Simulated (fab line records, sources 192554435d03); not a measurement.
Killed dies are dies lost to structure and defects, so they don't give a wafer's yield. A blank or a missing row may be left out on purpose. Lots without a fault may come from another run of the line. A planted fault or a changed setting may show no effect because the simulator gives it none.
Chamber matching | flow n5_finfet | N5_BEOL_M8_VIA_ETCH_34 on rie_diel-04: 4 sister chambers
The step etches SiCOH lowk in C4F6/O2, target depth 125.5 nm, time 50.5 s. 4 wafers are shown with their chamber, then 8 later ones without.

WAFERS WITH THEIR CHAMBER
wafer  | chamber | showerhead_plenum_p_Torr (Torr)
L079.4 | 0       | 2.81
L079.6 | 2       | 2.87
L081.3 | 1       | 2.78
L087.1 | 3       | 2.99

WAFERS WITHOUT THEIR CHAMBER
wafer  | showerhead_plenum_p_Torr (Torr)
L087.5 | 2.80
L087.6 | 2.99
L091.1 | 2.79
L091.2 | 2.99
L091.4 | 2.99
L095.1 | 2.86
L095.3 | 2.99
L095.5 | 2.86

WHICH CHAMBER EACH WENT THROUGH
wafer  | from the rows above     | in truth
L087.5 | can't be placed: 0 or 1 | 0
L087.6 | 3                       | 3
L091.1 | can't be placed: 1 or 0 | 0
L091.2 | 3                       | 3
L091.4 | 3                       | 3
L095.1 | 2                       | 2
L095.3 | 3                       | 3
L095.5 | 2                       | 2
Placed correctly: 6 of 8. Can't be placed from these rows: 2 (the true chamber is among the candidates in 2). Placed wrongly: 0.
How it was worked out, from the rows above alone: a wafer's distance from a chamber is the root of the sum, over the readings, of the square of ((its reading less the chamber's mean) divided by the reading's scatter). The wafer belongs to the nearest chamber; if the next one is less than 2 further off, it can't be placed. A chamber's mean is the mean of its shown wafers. The scatter: with one shown wafer a chamber, the root of the mean of the squares of how far each hidden wafer lies from its nearest shown one.
